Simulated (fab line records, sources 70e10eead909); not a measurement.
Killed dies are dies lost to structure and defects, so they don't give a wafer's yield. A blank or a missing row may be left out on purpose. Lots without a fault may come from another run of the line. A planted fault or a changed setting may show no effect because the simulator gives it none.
A struck lot beside a sound one | flow nand_harc | 39 steps out of a route of 1302
Sound: wafers L209.2, L209.3, L209.5. Struck: wafers L215.2, L215.4, L215.5. The cause comes at the end.
At each step with rows: each side's tool, then ch and its chambers, then its first start. Under that, the readings that differ: sound wafers | struck wafers | difference of the means | sigmas: that difference in standard deviations of wafers without a fault.
alike: readings whose means differ by less than 2 such deviations, and words and numbers that are the same on both sides. not compared: withheld readings, readings that some wafer has no value for, bounds like >300 that may hide the same value, and numbers for which the record gives no deviation and whose values overlap.
The two part at a step that has a row with sigmas, a row that says differs or no value, or rows on one side only. Numbers that don't overlap but have no deviation are shown without sigmas and don't part them. A reading that every wafer of one side lacks parts them only if that side has two wafers or more.

first, 1 step without rows for these wafers: NHARC_A_CONTACT_ETCH_76 (etches the open film in N2/H2, target depth 260 nm, time 475.3 s).
NHARC_A_CONTACT_ETCH_77: etches the open film in CF4/CHF3, target depth 108.9 nm, time 54.5 s.
  sound on rie_diel-10 ch 1,3; struck on rie_diel-03 ch 2,3
  reading                | sound                | struck               | difference | sigmas
  throttle_valve_pct (%) | 16.820 16.822 16.823 | 16.798 16.807 16.792 | -0.023     | -3
  alike: cf4_flow_sccm, drypump_motor_current_A, oes_product_au, rf_vpp_V, showerhead_plenum_p_Torr
  not compared: rf_hours_counter_h
then, 4 steps without rows for these wafers: NHARC_A_CONTACT_ETCH_78 (etches the open film in O2/COS, target depth 5300 nm, time 1378 s); NHARC_A_CONTACT_ETCH_124 (etches the open film in C4F8/O2/Ar, time 140 s, target depth 700 nm); NHARC_A_CONTACT_ETCH_125 (etches the open film in C4F8/O2/Ar, time 197 s, target depth 1918 nm); NHARC_A_CONTACT_ETCH_126 (etches the open film in C4F8/O2/Ar, time 197 s, target depth 1918 nm).
NHARC_A_CONTACT_ETCH_127: etches the open film in C4F8/O2/Ar, time 197 s, target depth 1918 nm.
  sound on har_cap_etch-02 ch 1, day 24 22:42; struck on har_cap_etch-01 ch 0,1, day 26 16:41
  not compared: rf_hours_counter_h
then, 4 steps without rows for these wafers: NHARC_A_CONTACT_ETCH_128 (etches the open film in C4F8/O2/Ar, time 197 s, target depth 1918 nm); NHARC_A_CONTACT_ETCH_129 (etches the open film in C4F8/O2/Ar, time 197 s, target depth 1918 nm); NHARC_A_CONTACT_ETCH_130 (etches the open film in C4F8/O2/Ar, time 197 s, target depth 1918 nm); NHARC_A_CONTACT_ETCH_131 (etches the open film in C4F8/O2/Ar, time 197 s, target depth 1918 nm).
NHARC_A_CONTACT_ETCH_132: etches the open film in C4F8/O2/Ar, time 197 s, target depth 1924 nm.
  sound on har_cap_etch-02 ch 1, day 24 23:36; struck on har_cap_etch-01 ch 0,1, day 26 17:34
  not compared: rf_hours_counter_h
NHARC_A_CONTACT_ETCH_133: etches the open film in C4F8/O2/Ar, time 374 s, target depth 1610 nm.
  sound on har_cap_etch-02 ch 1, day 24 23:46; struck on har_cap_etch-01 ch 0,1, day 26 17:45
  not compared: rf_hours_counter_h
then, 2 steps without rows for these wafers: NHARC_A_CONTACT_ETCH_91 (etches the open film in CH3F/O2, target depth 40 nm, time 85.7 s); NHARC_A_CONTACT_ETCH_97 (etches the open film in C4F6/O2, target depth 20 nm, time 10 s).
NHARC_A_CONTACT_CD_MEAS_80:
  sound on cd_sem-03, day 25 00:48; struck on cd_sem-03, day 26 18:46
  alike: cd_nm
then, 3 steps without rows for these wafers: NHARC_A_CONTACT_STRIP_103 (strips in N2/H2); NHARC_A_CONTACT_STRIP_104 (strips in CF4/CHF3); NHARC_A_CONTACT_STRIP_105 (strips in O2/COS).
NHARC_A_CONTACT_ETCH_106: etches the open film in CF4/O2, target depth 90 nm, overetch 9 nm, time 49.5 s.
  sound on rie_diel-05 ch 0,2, day 25 01:08; struck on rie_diel-05 ch 0,3, day 26 19:03
  reading               | sound             | struck            | difference | sigmas
  oes_product_au (a.u.) | 1.021 1.004 1.016 | 0.988 0.997 0.996 | -0.020     | -2
  alike: cf4_flow_sccm, drypump_motor_current_A, oes_f_703_au, rf_vpp_V, showerhead_plenum_p_Torr, throttle_valve_pct
  not compared: rf_hours_counter_h
then, 14 steps without rows for these wafers: NHARC_A_CONTACT_STRIP_82 (strips in O2); NHARC_A_CONTACT_STRIP_83 (strips in post etch residue remover, time 600 s); NHARC_A_CONTACT_DEP_84 (deposits aC, target thk 2800 nm); NHARC_A_CONTACT_DEP_85 (deposits SiON, target thk 60 nm); NHARC_A_CONTACT_DEHYDRATE_00 (time 120 s); NHARC_A_CONTACT_HMDS_01 (time 30 s); NHARC_A_CONTACT_COAT_86 (time 75 s); NHARC_A_CONTACT_COAT_87 (time 65 s); NHARC_A_CONTACT_COAT_02 (resist thk 90 nm); NHARC_A_CONTACT_SOFTBAKE_03 (time 55 s); NHARC_A_CONTACT_EBR_04; NHARC_A_CONTACT_EXPOSE_05 (exposes mask A CC); NHARC_A_CONTACT_PEB_06 (peb time 65 s); NHARC_A_CONTACT_DEVELOP_07 (develop time 35 s).
NHARC_A_CONTACT_CD_MEAS_08: target cd 200 nm.
  sound on cd_sem-01 ch 0, day 25 08:47; struck on cd_sem-02 ch 0, day 27 02:44
  alike: cd_nm
NHARC_A_CONTACT_OVL_MEAS_09:
  sound on overlay-01, day 25 08:53; struck on overlay-01, day 27 02:50
  alike: overlay_x_nm, overlay_y_nm
NHARC_A_CONTACT_DESCUM_13: chemistry O2, time 3 s.
  sound on rie_diel-03 ch 1,3, day 25 08:59; struck on rie_diel-05 ch 1,2,3, day 27 12:04
  reading | sound | struck                                                                     | difference                   | sigmas
  hold    | - - - | await_dispo/8.9h/release await_dispo/8.9h/release await_dispo/8.9h/release | no value on the sound wafers |
  alike: drypump_motor_current_A, oes_product_au, rf_vpp_V, showerhead_plenum_p_Torr, throttle_valve_pct
  not compared: rf_hours_counter_h
NHARC_A_CONTACT_ETCH_88: etches the open film in CF4, target depth 39 nm, time 65 s.
  sound on rie_diel-03 ch 0,3, day 25 09:04; struck on rie_diel-05 ch 0,1,3, day 27 12:10
  alike: cf4_flow_sccm, drypump_motor_current_A, oes_product_au, rf_vpp_V, showerhead_plenum_p_Torr, throttle_valve_pct
  not compared: rf_hours_counter_h
-- the record jumps here: 3 days lie between the struck wafers' starts before and after (it left off in module A_CONTACT and takes up again in module END, whose first step shown is number 1302 of the route) --
NHARC_END_SORT_01:
  sound on prober-01 ch 0, day 27 14:17; struck on prober-01 ch 0, day 30 08:12
  reading         | sound    | struck      | difference | sigmas
  killed_at_array | 69 69 57 | 183 165 174 | +109       | +5
  killed_dies     | 70 72 61 | 185 165 174 | +107       | +5
  alike: killed_at_other, killed_at_periphery, killed_open, killed_short

WHERE THEY PART
First at NHARC_A_CONTACT_ETCH_77; last, within this record, at NHARC_END_SORT_01.

WHY: what the simulator had put in
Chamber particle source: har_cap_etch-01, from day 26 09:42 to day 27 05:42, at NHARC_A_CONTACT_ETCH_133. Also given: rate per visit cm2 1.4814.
